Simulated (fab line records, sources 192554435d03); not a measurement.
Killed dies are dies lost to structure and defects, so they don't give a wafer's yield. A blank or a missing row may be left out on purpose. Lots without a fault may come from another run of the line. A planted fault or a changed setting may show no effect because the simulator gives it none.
Chamber matching | flow n5_finfet | N5_FIN_SAQP_FIN_ETCH_36 on rie_si-05: 4 sister chambers
The step etches the open film in HBr/Cl2/O2, target depth 120 nm, time 50.4 s. 4 wafers are shown with their chamber, then 12 later ones without.

WAFERS WITH THEIR CHAMBER
wafer  | chamber | drypump_motor_current_A (A)
L087.4 | 2       | 5.9
L091.1 | 3       | 5.9
L091.2 | 0       | 6.0
L091.3 | 1       | 6.3

WAFERS WITHOUT THEIR CHAMBER
wafer  | drypump_motor_current_A (A)
L092.1 | 5.9
L092.2 | 6.3
L092.5 | 6.3
L093.1 | 5.8
L093.4 | 6.3
L093.5 | 6.0
L094.1 | 5.8
L094.5 | 6.3
L094.6 | 6.0
L097.3 | 6.0
L097.4 | 6.3
L097.5 | 5.9

WHICH CHAMBER EACH WENT THROUGH
wafer  | from the rows above     | in truth
L092.1 | can't be placed: 2 or 3 | 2
L092.2 | 1                       | 1
L092.5 | 1                       | 1
L093.1 | can't be placed: 2 or 3 | 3
L093.4 | 1                       | 1
L093.5 | 0                       | 0
L094.1 | can't be placed: 2 or 3 | 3
L094.5 | 1                       | 1
L094.6 | 0                       | 0
L097.3 | 0                       | 0
L097.4 | 1                       | 1
L097.5 | can't be placed: 2 or 3 | 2
Placed correctly: 8 of 12. Can't be placed from these rows: 4 (the true chamber is among the candidates in 4). Placed wrongly: 0.
How it was worked out, from the rows above alone: a wafer's distance from a chamber is the root of the sum, over the readings, of the square of ((its reading less the chamber's mean) divided by the reading's scatter). The wafer belongs to the nearest chamber; if the next one is less than 2 further off, it can't be placed. A chamber's mean is the mean of its shown wafers. The scatter: with one shown wafer a chamber, the root of the mean of the squares of how far each hidden wafer lies from its nearest shown one.
